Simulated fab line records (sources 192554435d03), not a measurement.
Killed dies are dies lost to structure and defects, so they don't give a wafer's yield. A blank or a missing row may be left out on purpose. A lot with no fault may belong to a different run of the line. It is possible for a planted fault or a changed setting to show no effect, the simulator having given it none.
The tool behind it: which one? | flow n5_finfet | at 1 step of a route of 1938, 24 lots with 72 wafers sampled

== WHAT THE GAUGES READ, wafer by wafer ==
N5_BEOL_M3_INSPECT_13: inspects for defects (brightfield).
lot  | measured     | on                | raw_defect_count
L075 | day 6 23:53  | defect_inspect-02 | 544 493 450
L074 | day 7 09:24  | defect_inspect-02 | 584 524 557
L076 | day 7 15:29  | defect_inspect-02 | 511 383 504
L077 | day 7 16:30  | defect_inspect-01 | 512 491 333
L078 | day 8 01:26  | defect_inspect-01 | 365 430 265
L079 | day 8 09:26  | defect_inspect-02 | 387 288 435
L080 | day 8 09:47  | defect_inspect-02 | 536 551 493
L081 | day 8 17:34  | defect_inspect-01 | 355 481 455
L082 | day 9 03:42  | defect_inspect-02 | 470 665 536
L083 | day 9 09:27  | defect_inspect-02 | 262 232 344
L084 | day 9 16:33  | defect_inspect-02 | 315 221 320
L085 | day 9 20:01  | defect_inspect-02 | 291 299 345
L087 | day 12 03:26 | defect_inspect-02 | 480 365 542
L088 | day 12 08:39 | defect_inspect-02 | 411 549 622
L086 | day 12 08:53 | defect_inspect-02 | 358 402 357
L095 | day 12 10:55 | defect_inspect-01 | 341 276 353
L096 | day 12 11:44 | defect_inspect-01 | 397 382 385
L089 | day 12 14:19 | defect_inspect-02 | 507 373 376
L091 | day 12 14:32 | defect_inspect-01 | 367 345 284
L093 | day 12 15:07 | defect_inspect-01 | 362 350 454
L094 | day 12 17:10 | defect_inspect-01 | 380 415 467
L090 | day 12 17:23 | defect_inspect-01 | 395 367 346
L092 | day 12 17:47 | defect_inspect-02 | 684 603 490
L097 | day 12 20:19 | defect_inspect-01 | 485 482 596

== TOOL THAT RAN EACH LOT (tool first, then ch and the chambers of the sampled wafers, then the start) ==
Record: no process step prior to these readings.

== AS READ BY THE TOOLS THEMSELVES (means over the sampled wafers that have a number; for cases with no such wafer, the mark the record gives instead) ==
The record holds no such reading with a usual standard deviation.

== THE ANSWER, worked out from the rows above alone ==
Rule: what is usual is taken from the lots themselves. Put in order of their means at a reading, lots are off if they are a third of the lots or fewer, leave a main group of 4 or more, and stand apart from it by a gap of 3 or more times the standard deviation of the main group's means; of several such gaps the widest counts. The tables above print the reading to a certain number of digits; a main group whose means all agree to those digits is not used. A lot without any number at a reading at which 4 lots or more have one is off too. All remaining lots with rows at the step are treated as sound. Order of review: gauges by route order, followed by the tools' own readings, for which a lot's mean as printed above is used. At the first step where some lot is off, the reading lying furthest off is the one used; lots without a number count as furthest.
No lot is off on any of the readings shown, so nothing can be concluded from this.

== WHAT THE SIMULATOR PUT IN ==
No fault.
